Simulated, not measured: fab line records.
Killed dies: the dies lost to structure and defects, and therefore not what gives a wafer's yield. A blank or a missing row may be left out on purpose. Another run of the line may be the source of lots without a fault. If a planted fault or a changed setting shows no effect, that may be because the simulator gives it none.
fab line records	flow n5-finfet
record lots=7	wafers=39
route steps=1938 shown PMOS_HMC_CHANNEL_EPI@57 SD_EPI_P@321 MOL_CONTACT_COAG@559 BEOL_M7@1299 BEOL_M9@1440
start-h: the number of hours between the record's first day and the start of the first shown wafer of the lot	wait-h: hours from the lot's prior step to this one	" repeats the value in the row above	L1.1+2: several wafers, shown together as one row	- either no value or no given start	* or withheld: withheld	< > ~ a bound
route shown NAME@n: NAME is a module with steps in the file, n the number in the route of the first one	usual: the fault-free wafers' mean and standard deviation	same: alike in all rows	chamber/n: place in a boat	sites: readings site by site	_std_site: standard deviation of those values	_edge_site: the outer-site mean with the inner-site mean subtracted	radius-mm: for every site, how far away it sits from the centre of the wafer	mask NAME#n: copy n	behind: the most recent tool/chamber to have shaped the wafer	hold: the reason the lot was held/the length of the hold in hours/how it ended	device: which transistor (n, p or np) failed to switch	end of line: at the end of the route, the tests of the same wafers	a step without rows: its recipe alone	killed: count of dies lost to structure and defects at first sort (not the wafer's yield)	map: shows each die of a wafer: x if killed, . if not, _ if none is there
set.NAME: the setting that was run; set.NAME@STEP: the one run at that earlier step	model.NAME: the simulator's own value behind a step, which no gauge read
lots run with intentionally changed settings; tables by step, rows by wafer
## steps
# step N5_PMOS_HMC_CHANNEL_EPI_HM_DEP_34
# recipe material=SiO2	target-thk-a=360	temp-c=400	precursor=TEOS/O2	pressure-torr=6.5	rf-w=900	teos-flow-sccm=161.4	gas=O2	flow-sccm=2650	time-s=6.9
lot.wafer	tool	chamber	start-h	wait-h	set.time-s	model.SiO2_of_PMOS_HMC_CHANNEL_EPI_HM_DEP_34.thk-nm
L076.1	pecvd-03	0	28.89	0.0	6.9	36.23
L076.2	"	1	"	"	6.9	36.28
L076.3	"	0	"	"	6.9	36.25
L076.4	"	1	"	"	6.9	36.49
L076.5	"	0	"	"	6.9	36.85
L076.6	"	1	"	"	6.9	36.31
L079.2	pecvd-01	0	46.67	0.0	6.9	35.8
L079.4	"	0	"	"	6.9	35.85
L079.6	"	0	"	"	6.9	35.55
L084.1	pecvd-02	1	76.74	0.0	3.635	19.81
L084.2	"	2	"	"	6.9	36.52
L084.3	"	0	"	"	3.635	19.52
L084.4	"	1	"	"	6.9	36.63
L084.5	"	2	"	"	6.9	37.34
L084.6	"	0	"	"	3.635	20.02
L087.1+6	pecvd-02	2,1	95.00	0.0	4.597	24.59
L087.2	"	0	"	"	6.9	35.45
L087.3	"	1	"	"	6.9	35.85
L087.4	"	2	"	"	4.597	25.3
L087.5	"	0	"	"	6.9	36.07
L090.1	pecvd-02	1	112.75	0.0	5.007	26.29
L090.2	"	0	"	"	6.9	36.23
L090.3	"	2	"	"	6.9	36.68
L090.4	"	0	"	"	5.007	26.91
L090.5	"	1	"	"	5.007	27.44
L090.6	"	2	"	"	6.9	37.56
L092.1	pecvd-01	2	125.69	0.0	3.259	16.71
L092.2	"	0	"	"	6.9	35.31
L092.3	"	1	"	"	3.259	16.92
L092.4	"	1	"	"	6.9	36.54
L092.5	"	2	"	"	3.259	17.72
L092.6	"	0	"	"	6.9	36.47
L095.1	pecvd-01	1	142.58	0.0	6.9	35.4
L095.2	"	0	"	"	6.9	35.33
L095.3	"	2	"	"	8.674	43.41
L095.4	"	0	"	"	8.674	44.94
L095.5	"	2	"	"	6.9	35.25
L095.6	"	1	"	"	8.674	44.88
# step N5_SD_EPI_P_EPI_21
# recipe material=SiGe:B	dopant=B	temp-c=550	pressure-torr=20	ambient=H2	time-s=355
lot.wafer	tool	chamber	start-h	wait-h	set.epi-growth-time-s	model.SiGe-B_of_SD_EPI_P_EPI_21.thk-nm
L076.1	epi-rpcvd-02	0	72.09	0.1	355	61.4
L076.2	"	0	"	"	521.1	80.2
L076.3	"	0	"	"	521.1	79
L076.4	"	0	"	"	521.1	79.4
L076.5	"	0	"	"	355	61
L076.6	"	0	"	"	355	60.4
L079.2	epi-rpcvd-03	0	86.65	0.5	355	59.8
L079.4	"	0	"	"	355	60.2
L079.6	"	0	"	"	355	60.4
L084.1	epi-rpcvd-03	0	115.91	0.1	355	61
L084.2	"	0	"	"	562.6	83.6
L084.3	"	0	"	"	355	60.2
L084.4	"	0	"	"	355	60.6
L084.5	"	0	"	"	562.6	82.6
L084.6	"	0	"	"	562.6	83.2
L087.1	epi-rpcvd-04	0	132.63	0.1	355	59.6
L087.2	"	0	"	"	355	59.4
L087.3	"	0	"	"	521.7	77.6
L087.4	"	0	"	"	521.7	77.8
L087.5	"	0	"	"	355	59.8
L087.6	"	0	"	"	521.7	78
L090.1	epi-rpcvd-03	0	151.21	0.1	258	48.6
L090.2	"	0	"	"	258	48
L090.3	"	0	"	"	355	60.8
L090.4	"	0	"	"	355	60.2
L090.5	"	0	"	"	258	47.8
L090.6	"	0	"	"	355	60.4
L092.1+5	epi-rpcvd-03	0	162.91	0.1	505.2	77.4
L092.2	"	0	"	"	355	61
L092.3	"	0	"	"	355	60.4
L092.4	"	0	"	"	355	61.6
L092.6	"	0	"	"	505.2	76.8
L095.1	epi-rpcvd-03	0	178.95	0.1	519	78.4
L095.2	"	0	"	"	355	60.8
L095.3	"	0	"	"	519	79
L095.4	"	0	"	"	355	59.8
L095.5	"	0	"	"	355	60.6
L095.6	"	0	"	"	519	78.6
# step N5_SD_EPI_P_EPI_MEAS_23
# recipe mode=xrd
# usual thk-nm=60.8/1.2
lot.wafer	tool	chamber	start-h	wait-h	set.epi-growth-time-s@SD_EPI_P_EPI_21	thk-nm
L076.1	film-metro-01	-	74.28	1.8	355	61.5
L076.2	"	-	"	"	521.1	80.7
L076.3	"	-	"	"	521.1	79.5
L076.4	"	-	"	"	521.1	79.9
L076.5	"	-	"	"	355	61.0
L076.6	"	-	"	"	355	59.8
L079.2	film-metro-01	-	88.48	1.5	355	57.8
L079.4	"	-	"	"	355	58.2
L079.6	"	-	"	"	355	60.8
L084.1	film-metro-01	-	118.11	1.8	355	57.6
L084.2	"	-	"	"	562.6	83.5
L084.3	"	-	"	"	355	59.8
L084.4	"	-	"	"	355	58.7
L084.5	"	-	"	"	562.6	84.3
L084.6	"	-	"	"	562.6	83.1
L087.1	film-metro-01	-	134.82	1.8	355	59.3
L087.2	"	-	"	"	355	60.0
L087.3	"	-	"	"	521.7	77.5
L087.4	"	-	"	"	521.7	77.4
L087.5	"	-	"	"	355	60.6
L087.6	"	-	"	"	521.7	78.0
L090.1	film-metro-01	-	153.41	1.8	258	47.5
L090.2	"	-	"	"	258	47.4
L090.3	"	-	"	"	355	62.0
L090.4	"	-	"	"	355	59.5
L090.5	"	-	"	"	258	46.8
L090.6	"	-	"	"	355	61.3
L092.1	film-metro-01	-	165.11	1.8	505.2	78.2
L092.2	"	-	"	"	355	62.1
L092.3	"	-	"	"	355	60.9
L092.4	"	-	"	"	355	61.6
L092.5	"	-	"	"	505.2	79.0
L092.6	"	-	"	"	505.2	77.8
L095.1	film-metro-02	-	181.15	1.8	519	78.4
L095.2	"	-	"	"	355	59.3
L095.3	"	-	"	"	519	79.3
L095.4	"	-	"	"	355	60.0
L095.5	"	-	"	"	355	59.8
L095.6	"	-	"	"	519	77.6
# step N5_MOL_CONTACT_COAG_ALD_27
# recipe material=SiOC	target-thk-a=170	temp-c=400	ald-precursor-family=carbosiloxane	ald-co-reactant=H2-plasma	pulse-time-s=1.5	time-s=2720	purge-time-s=2	co-reactant-purge-time-s=2	ald-cycles=340	pressure-torr=2
lot.wafer	tool	chamber	start-h	wait-h	set.time-s	model.SiOC_of_MOL_CONTACT_COAG_ALD_27.thk-nm
L076.1+3	ald-sin-02	1,0	109.34	0.0	3234	17
L076.2+6	"	2,1	"	"	2720	17
L076.4	"	3	"	"	3234	17.2
L076.5	"	0	"	"	2720	16.8
L079.2+6	ald-sin-02	3	123.80	0.5	2720	17
L079.4	"	0	"	"	2720	16.8
L084.1+6	ald-sin-04	3,0	153.16	0.0	2720	16.8
L084.2	"	1	"	"	2720	17
L084.3+4+5	"	0,2,3	"	"	3435	16.8
L087.1+6	ald-sin-02	1,3	172.48	0.2	2720	17
L087.2	"	0	"	"	2720	16.8
L087.3+4+5	"	2,3,0	"	"	1201	7.4
L090.1+2+3+4+6	ald-sin-02	3,1,2,0,3	190.88	0.9	2720	17
L090.5	"	2	"	"	2720	16.8
L092.1	ald-sin-04	3	203.04	0.0	3534	17.2
L092.2+6	"	2	"	"	3534	17
L092.3+4+5	"	1,0,1	"	"	2720	17
L095.1+2	ald-sin-03	0,2	218.21	0.0	2720	17
L095.3+4	"	3,1	"	"	4090	17
L095.5	"	0	"	"	4090	17.2
L095.6	"	1	"	"	2720	17.2
# step N5_BEOL_M7_DESCUM_33
# recipe chemistry=O2	time-s=7	source-power-w=50	bias-power-w=20	pressure-mtorr=20	rf-frequency-hz=2.712e+07	temp-c=40	resist=CAR-EUV	o2-flow-sccm=225
lot.wafer	tool	chamber	start-h	wait-h	set.time-s	model.CAR-EUV_of_BEOL_M7_COAT_22.thk-nm
L076.1+2	rie-diel-03	3,1	253.85	0.2	7	26
L076.3	"	0	"	"	7	26.2
L076.4	"	2	"	"	5.724	26.8
L076.5+6	"	3,0	"	"	5.724	26.6
L079.2	rie-diel-02	3	266.22	0.6	7	26.2
L079.4+6	"	0	"	"	7	26
L084.1+5	rie-diel-03	3	295.51	0.3	7	25.8
L084.2+3+4+6	"	0,1,0,1	"	"	7	26
L087.1+3+5	rie-diel-03	1,3,2	320.76	0.0	7	26
L087.2	"	2	"	"	10.88	24
L087.4+6	"	0,3	"	"	10.88	24.2
L092.1+3+6	rie-diel-03	1,2,0	347.46	0.0	2.993	28
L092.2+4	"	3,0	"	"	7	26
L092.5	"	1	"	"	7	25.8
L090.1	rie-diel-03	0	351.16	0.2	10.24	24.6
L090.2+6	"	3,1	"	"	10.24	24.4
L090.3+5	"	1,0	"	"	7	26
L090.4	"	2	"	"	7	25.8
L095.1+3	rie-diel-03	3,2	377.32	0.4	3.806	27.6
L095.2+5+6	"	1,1,2	"	"	7	26
L095.4	"	0	"	"	3.806	27.8
# step N5_BEOL_M7_ETCH_72
# recipe chemistry=N2/H2	target=underlayer	target-depth-a=65	mask-material=CAR-EUV	time-s=5.2	ion-energy-ev=200	pressure-mtorr=30	source-w=840	bias-w=150	n2-flow-sccm=200	h2-flow-sccm=200	ends=cleared
lot.wafer	tool	chamber	start-h	wait-h	set.time-s@BEOL_M7_DESCUM_33	model.CAR-EUV_of_BEOL_M7_COAT_22.thk-nm
L076.1+3	rie-diel-03	3,0	253.89	0.0	7	20.4
L076.2	"	1	"	"	7	20.2
L076.4+5+6	"	2,3,0	"	"	5.724	21
L079.2+6	rie-diel-02	3,0	266.26	0.0	7	20.4
L079.4	"	0	"	"	7	20.2
L084.1+2+3+4+5+6	rie-diel-03	3,0,1,0,3,1	295.54	0.0	7	20.2
L087.1+5	rie-diel-03	1,2	320.79	0.0	7	20.2
L087.2+4+6	"	2,0,3	"	"	10.88	18.4
L087.3	"	3	"	"	7	20.4
L092.1+3+6	rie-diel-03	1,2,0	347.49	0.0	2.993	22.2
L092.2+4+5	"	3,0,1	"	"	7	20.2
L090.1	rie-diel-03	0	351.19	0.0	10.24	19
L090.2	"	3	"	"	10.24	18.6
L090.3+4	"	1,2	"	"	7	20.2
L090.5	"	0	"	"	7	20.4
L090.6	"	1	"	"	10.24	18.8
L095.1+3+4	rie-diel-03	3,2,0	377.36	0.0	3.806	22
L095.2+5	"	1	"	"	7	20.4
L095.6	"	2	"	"	7	20.2
# step N5_BEOL_M9_ETCH_66
# recipe chemistry=N2/H2	target=SOC	target-depth-a=800	overetch-a=160	mask-material=SiARC	temp-c=40	time-s=120	ion-energy-ev=200	pressure-mtorr=30	source-w=840	bias-w=150	n2-flow-sccm=200	h2-flow-sccm=200
lot.wafer	tool	chamber	start-h	wait-h	set.time-s	model.SiARC_of_BEOL_M9_COAT_64.thk-nm
L076.1+2+4+5	rie-diel-03	2,3,1,1	270.79	0.0	120	6.4
L076.3+6	"	0	"	"	120	6.6
L079.2	rie-diel-03	1	282.13	0.0	120	6.2
L079.4+6	"	3,1	"	"	120	6.4
L084.1+3	rie-diel-06	3,0	316.57	0.0	120	6.6
L084.2+5+6	"	2,3,0	"	"	143.3	5.6
L084.4	"	1	"	"	120	6.2
L087.1	rie-diel-02	1	337.23	0.0	74.23	8.2
L087.2+5	"	2	"	"	120	6.2
L087.3+4	"	0,3	"	"	74.23	8.8
L087.6	"	1	"	"	120	5.8
L092.1+2+3+6	rie-diel-03	1,2,3,3	363.96	0.0	120	6.4
L092.4	"	0	"	"	120	6.6
L092.5	"	2	"	"	120	6.2
L090.1+2+5+6	rie-diel-06	0,3,3,0	369.52	0.0	120	6.6
L090.3+4	"	1	"	"	120	6.2
L095.1	rie-diel-02	1	404.97	0.0	120	5.8
L095.2	"	0	"	"	120	6.8
L095.3+6	"	3	"	"	64.15	9.2
L095.4	"	1	"	"	64.15	8.8
L095.5	"	0	"	"	120	6.6
## key
split step=N5_PMOS_HMC_CHANNEL_EPI_HM_DEP_34	setting=time-s	stated=6.9	by=wafer
response step=N5_PMOS_HMC_CHANNEL_EPI_HM_DEP_34	reading=model.SiO2_of_PMOS_HMC_CHANNEL_EPI_HM_DEP_34.thk-nm	change=+0.355	per=1%	r=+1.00
split step=N5_SD_EPI_P_EPI_21	setting=epi-growth-time-s	stated=355	by=wafer
response step=N5_SD_EPI_P_EPI_21	reading=model.SiGe-B_of_SD_EPI_P_EPI_21.thk-nm	change=+0.393	per=1%	r=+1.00
response step=N5_SD_EPI_P_EPI_MEAS_23	reading=thk-nm	change=*	per=1%	r=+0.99
split step=N5_MOL_CONTACT_COAG_ALD_27	setting=time-s	stated=2720	by=wafer
response step=N5_MOL_CONTACT_COAG_ALD_27	reading=model.SiOC_of_MOL_CONTACT_COAG_ALD_27.thk-nm	shape=bent	at-lowest=7.4	at-stated=16.96	at-highest=17.07
split step=N5_BEOL_M7_DESCUM_33	setting=time-s	stated=7	by=wafer
response step=N5_BEOL_M7_DESCUM_33	reading=model.CAR-EUV_of_BEOL_M7_COAT_22.thk-nm	change=-0.0345	per=1%	r=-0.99
response step=N5_BEOL_M7_ETCH_72	reading=model.CAR-EUV_of_BEOL_M7_COAT_22.thk-nm	change=-0.0343	per=1%	r=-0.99
split step=N5_BEOL_M9_ETCH_66	setting=time-s	stated=120	by=wafer
response step=N5_BEOL_M9_ETCH_66	reading=model.SiARC_of_BEOL_M9_COAT_64.thk-nm	change=-0.0594	per=1%	r=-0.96
